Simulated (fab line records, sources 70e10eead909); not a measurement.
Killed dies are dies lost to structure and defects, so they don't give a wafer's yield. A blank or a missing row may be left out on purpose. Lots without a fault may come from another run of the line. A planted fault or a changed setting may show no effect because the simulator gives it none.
Problem report in the 8D (eight disciplines) form, filled by code | flow nand_harc | the parts of the form that need people (team, actions taken, sign-off) are left out

1. THE PROBLEM
oes_product_au at NHARC_P_M2_ETCH_28 reads a mean of 0.875 a.u. on 1 wafer of 1 lot; wafers without a fault read 0.996 a.u. with a standard deviation of 0.014. That is -8.6 standard deviations from the usual mean.
The step: etches the open film in CF4/N2, target depth 30 nm, time 72.99 s.
First seen on wafer L415.5, day 13 11:52, on rie_diel-03. The record holds 38 wafers of 13 lots with a number at this step. Rule for "out", or "out of limits": more than 4 standard deviations from the usual mean. The other wafers with a number count as sound.

2. WHAT IT IS AND WHAT IT IS NOT
question                    | is                | is not
which readings at this step | oes_product_au    | drypump_motor_current_A, n2_flow_sccm, rf_fwd_power_W, rf_vpp_V, showerhead_plenum_p_Torr, throttle_valve_pct
which lots                  | L415              | L398, L399, L402, L403, L404, L406, L407, L408, L410, L417, L420, L421
which wafers of those lots  | L415.5            | L415.1
read on which tools         | rie_diel-03       | rie_diel-05, rie_diel-10
when                        | from day 13 11:52 | up to then (28 sound wafers); but 9 sound wafers of L417, L420, L421 came after

3. SUSPECTS, AND WHAT RULES EACH OUT
Counting: a tool at a process step up to the reading stays a suspect if it ran every lot that is out. Sound lots after the first of them don't rule it out here, since some wafers of a struck lot are sound.
- pvd_sputter-02 at NHARC_P_M1_PRE_CLEAN_30 (time 30 s): kept. It ran the lot that is out, L415 (day 13 09:47); its last sound lot up to then is L408 (day 10 19:09). NHARC_P_M1_PRE_CLEAN_30 gives no start for some lots, so the hours and the order of its lots are those of NHARC_P_M1_INSPECT_27.
- rie_diel-03 at NHARC_P_M2_ETCH_28 (etches the open film in CF4/N2, target depth 30 nm, time 72.99 s): kept. It ran the lot that is out, L415 (day 13 11:52); its last sound lot up to then is L403 (day 8 12:26). Its own readings are out on those wafers: oes_product_au.
- Within rie_diel-03 at NHARC_P_M2_ETCH_28: the wafers that are out ran in chamber 2; their sound lot-mates ran in chamber 1.
Left after counting: pvd_sputter-02 at NHARC_P_M1_PRE_CLEAN_30, rie_diel-03 at NHARC_P_M2_ETCH_28.

4. THE CAUSE (what the simulator had put in)
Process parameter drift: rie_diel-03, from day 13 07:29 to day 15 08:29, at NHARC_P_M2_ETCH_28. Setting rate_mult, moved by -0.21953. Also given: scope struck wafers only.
Counting left 2 suspects, and this tool is among them.

5. THE CHAIN OF EFFECTS, in route order
Each row: a reading whose mean over the struck wafers that have a number lies more than 3 standard deviations from the usual. Only readings for which the record gives a usual standard deviation are gone through. hours: the time from each lot's start at the first step in this table that gives one to its start at this step, as a median over the lots. sigmas: the change in usual standard deviations.
hours | step               | reading        | usual      | on struck wafers | change | sigmas
0     | NHARC_P_M2_ETCH_28 | oes_product_au | 0.996 a.u. | 0.875            | -0.121 | -8.6
The process steps in it:
- NHARC_P_M2_ETCH_28: etches the open film in CF4/N2, target depth 30 nm, time 72.99 s.

6. WHAT WOULD HAVE CAUGHT IT SOONER
In this record the first reading out of limits was taken at day 13 11:52, 4 hours after the fault began at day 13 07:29.
